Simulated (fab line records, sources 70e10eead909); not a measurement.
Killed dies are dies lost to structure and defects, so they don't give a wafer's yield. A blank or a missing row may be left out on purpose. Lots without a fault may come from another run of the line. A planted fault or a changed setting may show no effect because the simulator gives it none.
One fault seen from 2 desks | flow nand_harc | each desk has only its own numbers; what lay behind them comes last

THE TOOL OWNER'S DESK: pecvd-03
The tool's own readings at NHARC_A_BONDPAD_DEP_00 (deposits SiCN, target thk 250 nm): means of the sampled wafers that have a number, for each lot that ran on this tool. A lot is out of limits, marked OUT, if its mean lies more than 4 standard deviations from the usual mean; the brackets give that distance.
Columns: A = heater_power_w at NHARC_A_BONDPAD_DEP_00, usual 569 W; B = showerhead_vpp_V at NHARC_A_BONDPAD_DEP_00, usual 1294 V
lot  | first seen here | A   | B
L282 | day 18 08:02    | 519 | 1262
L283 | day 19 04:57    | 610 | 1231
L284 | day 19 17:37    | 553 | 1272
L286 | day 20 12:23    | 569 | 1237
L287 | day 20 15:22    | 583 | 1236
L290 | day 22 02:34    | 558 | 1271
L291 | day 22 03:12    | 548 | 1280
L289 | day 22 08:23    | 538 | 1272
L295 | day 22 16:33    | 548 | 1285
This desk's finding: nothing out of limits on any of the 9 lots.

THE METROLOGY DESK
What the gauges read, lot by lot, whatever tool the lot ran on: means of the sampled wafers that have a number. A lot is out of limits, marked OUT, if its mean lies more than 4 standard deviations from the usual mean; the brackets give that distance.
Columns: A = thk_nm at NHARC_A_BONDPAD_THK_MEAS_30, usual 200.0 nm; B = cd_nm at NHARC_A_BONDPAD_CD_MEAS_09, usual 500.2 nm
lot  | first seen here | A                | B
L278 | day 18 06:55    | 198.2            | 501.0
L282 | day 18 08:43    | 200.0            | 501.4
L280 | day 18 12:40    | 199.4            | 499.7
L281 | day 19 04:17    | 200.0            | 497.2
L283 | day 19 05:34    | 201.2            | 501.1
L284 | day 19 18:16    | 200.2            | 500.2
L286 | day 20 12:59    | 198.8            | 498.5
L287 | day 20 15:59    | 199.9            | 501.0
L290 | day 22 03:14    | 190.6 (-6.2) OUT | 501.8
L291 | day 22 03:43    | 189.2 (-7.2) OUT | 498.9
L289 | day 22 08:54    | 190.8 (-6.1) OUT | 499.2
L295 | day 22 17:07    | 191.8 (-5.5) OUT | 500.8
This desk's finding: out of limits on L289, L290, L291, L295; first on L290, day 22 03:14 (thk_nm at NHARC_A_BONDPAD_THK_MEAS_30). In limits: L278, L282, L280, L281, L283, L284, L286, L287.

PUT TOGETHER
The metrology desk could have raised an alarm at day 22 03:14, on L289, L290, L291, L295.
The tool owner's desk saw nothing out of limits.
The tool owner's desk has L289, L290, L291, L295 on record, within its limits.
Of the lots named, all ran NHARC_A_BONDPAD_DEP_00 on pecvd-03.

WHAT THE SIMULATOR HAD PUT IN
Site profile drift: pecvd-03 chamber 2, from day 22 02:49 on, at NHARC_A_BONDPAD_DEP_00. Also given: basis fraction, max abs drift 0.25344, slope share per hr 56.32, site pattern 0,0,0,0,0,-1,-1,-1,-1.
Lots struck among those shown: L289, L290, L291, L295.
Hours from the fault's start to each desk's first reading out of limits: the metrology desk, 0.
